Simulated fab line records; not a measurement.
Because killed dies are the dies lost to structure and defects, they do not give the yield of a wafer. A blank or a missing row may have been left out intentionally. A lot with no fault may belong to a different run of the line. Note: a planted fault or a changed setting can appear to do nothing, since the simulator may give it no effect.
One fault seen from 2 desks :: flow n5 finfet :: each desk has only its own numbers; what lay behind them comes last

== DESK OF THE TOOL OWNER: arfi scanner-02 ==
The tool's own readings at N5_SDB_EXPOSE_08 (exposes mask SDB): means of the sampled wafers that have a number, for each lot that ran on this tool. If a lot's mean is further than 4 standard deviations from the usual mean, the lot is out of limits and carries the mark OUT (the distance appears in the brackets).
Columns: A = exposure dose mJ cm2 at N5_SDB_EXPOSE_08, usual 49.59
lot: L481
first seen here: day 3 18:47
A: 49.53

lot: L484
first seen here: day 4 10:30
A: 49.55

lot: L487
first seen here: day 5 05:06
A: 49.64

lot: L490
first seen here: day 5 23:56
A: 46.06 (-74) OUT

lot: L491
first seen here: day 6 09:58
A: 46.81 (-58) OUT
This desk's verdict: out of limits on L490, L491, starting with L490 at day 5 23:56 (exposure dose mJ cm2 at N5_SDB_EXPOSE_08). In limits: L481, L484, L487.

== THE METROLOGY DESK ==
Lot by lot, what the gauges showed, no matter which tool ran the lot: averages of those sampled wafers that carry a number. If a lot's mean is further than 4 standard deviations from the usual mean, the lot is out of limits and carries the mark OUT (the distance appears in the brackets). Shown are 7 of the 12 readings it has, namely the first that went out of limits plus those furthest out on some lot.
Columns: A = cd nm at N5_SDB_CD_MEAS_11, usual 49.0 nm; B = SDB_OVL at N5_SDB_OVL_MEAS_12, usual -0.1 nm; C = DIBL_N at N5_BEOL_M4_RC_MEAS_101, usual 36.2 mV/V; D = DIBL_P at N5_BEOL_M4_RC_MEAS_101, usual 36.2 mV/V; E = IOFF_N at N5_BEOL_M4_RC_MEAS_101, usual 0.16 nA/um; F = IOFF_P at N5_BEOL_M4_RC_MEAS_101, usual 0.21 nA/um; G = SS_P at N5_BEOL_M4_RC_MEAS_101, usual 73.1 mV/dec
lot: L481
first seen here: day 3 18:54
A: 48.3
B: -1.5
C: 39.3
D: 39.5
E: 0.19
F: 0.27
G: 73.6

lot: L484
first seen here: day 4 10:37
A: 50.9
B: 0.2
C: 36.4
D: 37.4
E: 0.17
F: 0.23
G: 73.1

lot: L487
first seen here: day 5 05:13
A: 48.0
B: 1.1
C: 36.7
D: 37.2
E: 0.17
F: 0.21
G: 73.0

lot: L490
first seen here: day 6 00:04
A: 40.5 (-6.0) OUT
B: -0.8
C: 39.5
D: 40.2
E: 0.23
F: 0.24
G: 74.8

lot: L491
first seen here: day 6 10:06
A: 42.5 (-4.6) OUT
B: -0.1
C: 36.2
D: 35.7
E: 0.16
F: 0.22
G: 73.0

lot: L497
first seen here: day 8 01:44
A: 49.0
B: -0.3
C: 36.6
D: 34.6
E: 0.16
F: 0.23
G: 73.2

lot: L498
first seen here: day 8 03:59
A: 49.7
B: -0.3
C: 38.1
D: 38.0
E: 0.20
F: 0.25
G: 74.0

lot: L499
first seen here: day 8 05:19
A: 48.9
B: 0.6
C: 37.0
D: 37.0
E: 0.18
F: 0.22
G: 73.2

lot: L500
first seen here: day 8 14:11
A: 48.5
B: 0.2
C: 35.5
D: 34.9
E: 0.15
F: 0.20
G: 73.1

lot: L502
first seen here: day 8 23:07
A: 51.7
B: 0.0
C: 37.4
D: 36.8
E: 0.17
F: 0.23
G: 72.8
This desk's verdict: out of limits on L490, L491, starting with L490 at day 6 00:04 (cd nm at N5_SDB_CD_MEAS_11). In limits: L481, L484, L487, L497, L498, L499, L500, L502.

== TAKEN TOGETHER ==
At day 5 23:56, on L490, L491, the tool owner's desk was in a position to raise an alarm.
L490, L491 would have let the metrology desk raise an alarm at day 6 00:04.
Of the lots named, all ran N5_SDB_EXPOSE_08 on arfi scanner-02.

== WHAT WAS PUT IN BY THE SIMULATOR ==
Drift in process parameters on arfi scanner-02 at N5_SDB_EXPOSE_08, starting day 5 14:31. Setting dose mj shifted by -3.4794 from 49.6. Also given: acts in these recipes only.
Shown lots that were struck: L490, L491.
Delay (hours) between the fault's onset and each desk's first out-of-limits reading: 9 at the tool owner's desk, 10 at the metrology desk.
